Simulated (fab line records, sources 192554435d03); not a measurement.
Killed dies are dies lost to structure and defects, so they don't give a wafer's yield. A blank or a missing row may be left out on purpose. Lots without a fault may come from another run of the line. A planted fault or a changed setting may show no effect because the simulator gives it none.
One fault seen from 2 desks | flow n5_finfet | each desk has only its own numbers; what lay behind them comes last

THE METROLOGY DESK
What the gauges read, lot by lot, whatever tool the lot ran on: means of the sampled wafers that have a number. A lot is out of limits, marked OUT, if its mean lies more than 4 standard deviations from the usual mean; the brackets give that distance.
Columns: A = cd_nm at N5_BEOL_M9_CD_MEAS_28, usual 69.96 nm
lot  | first seen here | A
L989 | day 9 08:37     | 70.27
L992 | day 9 20:54     | 70.02
L991 | day 10 05:35    | 70.02
L995 | day 10 12:51    | 69.82
L994 | day 10 21:12    | 70.06
L996 | day 11 16:02    | 69.95
L999 | day 12 04:28    | 69.73
L100 | day 12 07:57    | 70.05
L102 | day 12 19:50    | 69.88
L105 | day 13 15:50    | 70.06
L112 | day 15 09:09    | 70.30
This desk's finding: nothing out of limits on any of the 11 lots.

THE TOOL OWNER'S DESK: rie_diel-03
The tool's own readings at N5_BEOL_M9_ETCH_65 (etches SiARC in CF4, target depth 15.6 nm, time 26 s): means of the sampled wafers that have a number, for each lot that ran on this tool. A lot is out of limits, marked OUT, if its mean lies more than 4 standard deviations from the usual mean; the brackets give that distance.
Columns: A = drypump_motor_current_A at N5_BEOL_M9_ETCH_65, usual 5.92 A; B = etch_rf_on_time_s at N5_BEOL_M9_ETCH_65, usual 25.7 s; C = oes_product_au at N5_BEOL_M9_ETCH_65, usual 0.66 a.u.; D = rf_vpp_V at N5_BEOL_M9_ETCH_65, usual 184.1 V; E = showerhead_plenum_p_Torr at N5_BEOL_M9_ETCH_65, usual 2.15 Torr; F = throttle_valve_pct at N5_BEOL_M9_ETCH_65, usual 15.58 %
lot  | first seen here | A    | B               | C    | D     | E    | F
L991 | day 10 05:56    | 5.78 | 26.2            | 0.61 | 184.4 | 2.15 | 15.64
L102 | day 12 20:01    | 5.82 | 24.8            | 0.65 | 183.3 | 2.10 | 15.76
L105 | day 13 16:06    | 5.95 | 19.4 (-6.3) OUT | 0.86 | 184.8 | 2.17 | 15.41
This desk's finding: out of limits on L105; first on L105, day 13 16:06 (etch_rf_on_time_s at N5_BEOL_M9_ETCH_65). In limits: L991, L102.

PUT TOGETHER
The tool owner's desk could have raised an alarm at day 13 16:06, on L105.
The metrology desk saw nothing out of limits.
The metrology desk has L105 on record, within its limits.
Of the lots named, all ran N5_BEOL_M9_ETCH_65 on rie_diel-03.

WHAT THE SIMULATOR HAD PUT IN
Process parameter drift: rie_diel-03, from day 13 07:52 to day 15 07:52, at N5_BEOL_M9_ETCH_65. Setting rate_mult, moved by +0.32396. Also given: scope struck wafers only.
Lots struck among those shown: L105.
Hours from the fault's start to each desk's first reading out of limits: the tool owner's desk, 8.
